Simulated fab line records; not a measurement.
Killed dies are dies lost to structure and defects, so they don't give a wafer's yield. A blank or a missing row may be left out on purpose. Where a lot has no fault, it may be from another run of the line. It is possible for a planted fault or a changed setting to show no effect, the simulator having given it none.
Chamber matching ; flow nand_harc ; ald_metal-04 running NHARC_P_CONTACT_ALD_22: 4 sister chambers
The step deposits TiN, target thk 3 nm, pulse time 1 s, ald cycles 150. 8 wafers are shown with their chamber, then 8 later ones without.

## EACH WAFER AND ITS CHAMBER
wafer;chamber;heater_power_w (W);precursor_pulse_height_rel
L077.1;0;1180;0.974
L079.1;2;969;0.989
L079.2;1;1201;1.023
L079.3;3;1174;1.008
L082.1;2;972;0.997
L082.3;0;1160;0.960
L082.6;1;1185;0.987
L085.2;3;1186;1.006

## WAFERS WITHOUT THEIR CHAMBER
wafer;heater_power_w (W);precursor_pulse_height_rel
L085.4;933;0.982
L085.6;1183;1.012
L088.3;1172;0.991
L088.4;1182;1.022
L088.5;1212;0.988
L091.1;989;0.999
L091.3;1227;0.990
L091.6;1189;1.002

## WHICH CHAMBER EACH ONE RAN IN
wafer;from the rows above;in truth
L085.4;2;2
L085.6;can't be placed: 3 or 1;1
L088.3;can't be placed: 3 or 0 or 1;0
L088.4;can't be placed: 3 or 1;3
L088.5;can't be placed: 1 or 3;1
L091.1;2;2
L091.3;can't be placed: 1 or 3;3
L091.6;can't be placed: 1 or 3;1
Placed correctly: 2 of 8. Can't be placed from these rows: 6 (the true chamber is among the candidates in 6). Number placed wrongly: 0.
How it was worked out, from the rows above alone: a wafer's distance from a chamber is the root of the sum, over the readings, of the square of ((its reading less the chamber's mean) divided by the reading's scatter). The wafer belongs to the nearest chamber; if the next one is less than 2 further off, it can't be placed. A chamber's mean is the mean of its shown wafers. The scatter: take each reading less its chamber's mean, square it, sum over the shown wafers, divide by the number of wafers less the number of chambers, and take the root.
